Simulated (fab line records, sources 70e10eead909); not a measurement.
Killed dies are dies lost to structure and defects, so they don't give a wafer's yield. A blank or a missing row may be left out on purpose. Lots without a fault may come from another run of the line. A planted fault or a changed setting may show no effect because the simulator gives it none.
A struck lot beside a sound one | flow nand_harc | 21 steps out of a route of 1302
Sound: wafers L982.2, L982.5, L982.6. Struck: wafers L981.1, L981.3, L981.6. The cause comes at the end.
At each step with rows: each side's tool, then ch and its chambers, then its first start. Under that, the readings that differ: sound wafers | struck wafers | difference of the means | sigmas: that difference in standard deviations of wafers without a fault.
alike: readings whose means differ by less than 2 such deviations, and words and numbers that are the same on both sides. not compared: withheld readings, readings that some wafer has no value for, bounds like >300 that may hide the same value, and numbers for which the record gives no deviation and whose values overlap.
The two part at a step that has a row with sigmas, a row that says differs or no value, or rows on one side only. Numbers that don't overlap but have no deviation are shown without sigmas and don't part them. A reading that every wafer of one side lacks parts them only if that side has two wafers or more.

NHARC_P_CONTACT_CVD_23: deposits W, target thk 200 nm, time 557 s.
  sound on cvd_w-02 ch 0,1; struck on cvd_w-02 ch 1
  alike: heater_power_w, mfc_h2_sccm, throttle_valve_pct
NHARC_P_CONTACT_CMP_24: polishes, t overpolish 30 s, target thk 200 nm.
  sound on cmp-04 ch 0,1,3, day 10 12:29; struck on cmp-03 ch 0,3, day 9 14:59
  reading             | sound          | struck         | difference | sigmas
  motor_current_A (A) | 14.2 12.7 15.6 | 10.5 12.8 10.6 | -2.9       | -2
  alike: overpolish_run_s, time_to_endpoint_s
then, 1 step without rows for these wafers: NHARC_P_CONTACT_SRD_26.
NHARC_P_CONTACT_INSPECT_27:
  sound on defect_inspect-02, day 10 12:49; struck on defect_inspect-02, day 9 15:24
  alike: raw_defect_count
then, 7 steps without rows for these wafers: NHARC_P_M0_DEP_00 (deposits SiOC, target thk 150 nm); NHARC_P_M0_DEHYDRATE_01 (time 120 s); NHARC_P_M0_HMDS_02 (time 30 s); NHARC_P_M0_COAT_33 (time 65 s); NHARC_P_M0_COAT_03 (resist thk 90 nm); NHARC_P_M0_SOFTBAKE_04 (time 55 s); NHARC_P_M0_EBR_05.
NHARC_P_M0_EXPOSE_06: exposes mask P M0, target cd 90 nm.
  sound on arfi_scanner-01 ch 0, day 10 13:28; struck on arfi_scanner-03 ch 0, day 9 16:02
  reading              | sound          | struck            | difference | sigmas
  exposure_dose_mJ_cm2 | 81.2 81.2 81.2 | 128.1 128.0 128.1 | +46.9      | +73
  alike: mask, stage_vel_mm_s
then, 2 steps without rows for these wafers: NHARC_P_M0_PEB_07 (peb time 65 s); NHARC_P_M0_DEVELOP_08 (develop time 35 s).
NHARC_P_M0_CD_MEAS_09: target cd 90 nm.
  sound on cd_sem-01 ch 0, day 10 13:36; struck on cd_sem-01 ch 0, day 9 16:10
  reading    | sound          | struck            | difference | sigmas
  cd_nm (nm) | 90.7 89.9 90.5 | 117.2 117.4 117.7 | +27.1      | +47
NHARC_P_M0_OVL_MEAS_10: pitch 180 nm.
  sound on overlay-02, day 10 13:41; struck on overlay-01, day 9 16:16
  alike: overlay_x_nm, overlay_y_nm
NHARC_P_M0_INSPECT_11:
  sound on defect_inspect-02, day 10 13:43; struck on defect_inspect-01, day 9 16:17
  alike: raw_defect_count
NHARC_P_M0_DESCUM_14: chemistry O2, time 3 s.
  sound on rie_diel-12 ch 1,2, day 10 13:47; struck on rie_diel-12 ch 0,2,3, day 9 16:22
  reading               | sound             | struck            | difference | sigmas
  model.P_M0.cd_nm (nm) | 90.91 90.25 90.86 | 117.9 117.9 117.6 | +27.1      |
  alike: drypump_motor_current_A, oes_product_au, rf_vpp_V, showerhead_plenum_p_Torr, throttle_valve_pct
  not compared: rf_hours_counter_h
NHARC_P_M0_ETCH_34: etches the open film in N2/H2, target depth 40 nm, overetch 12 nm, time 43.94 s.
  sound on rie_diel-12 ch 0,1, day 10 13:52; struck on rie_diel-12 ch 0,3, day 9 16:26
  alike: drypump_motor_current_A, oes_product_au, rf_vpp_V, showerhead_plenum_p_Torr, throttle_valve_pct
  not compared: rf_hours_counter_h
NHARC_P_M0_ETCH_15: etches the open film in C4F8/Ar, target depth 150 nm, overetch 15 nm, time 82.5 s.
  sound on rie_diel-12 ch 0,1,3; struck on rie_diel-12 ch 0,1,3
  reading               | sound             | struck          | difference | sigmas
  model.P_M0.cd_nm (nm) | 90.96 90.32 90.94 | 118 117.9 117.8 | +27        |
  alike: oes_product_au, rf_vpp_V
  not compared: rf_hours_counter_h
NHARC_P_M0_CD_MEAS_16:
  sound on cd_sem-02, day 10 14:05; struck on cd_sem-02, day 9 16:39
  reading    | sound          | struck            | difference | sigmas
  cd_nm (nm) | 91.1 90.5 91.0 | 117.9 118.0 117.6 | +27.0      | +36

WHERE THEY PART
First at NHARC_P_CONTACT_CMP_24; last, within this record, at NHARC_P_M0_CD_MEAS_16.

WHY: what the simulator had put in
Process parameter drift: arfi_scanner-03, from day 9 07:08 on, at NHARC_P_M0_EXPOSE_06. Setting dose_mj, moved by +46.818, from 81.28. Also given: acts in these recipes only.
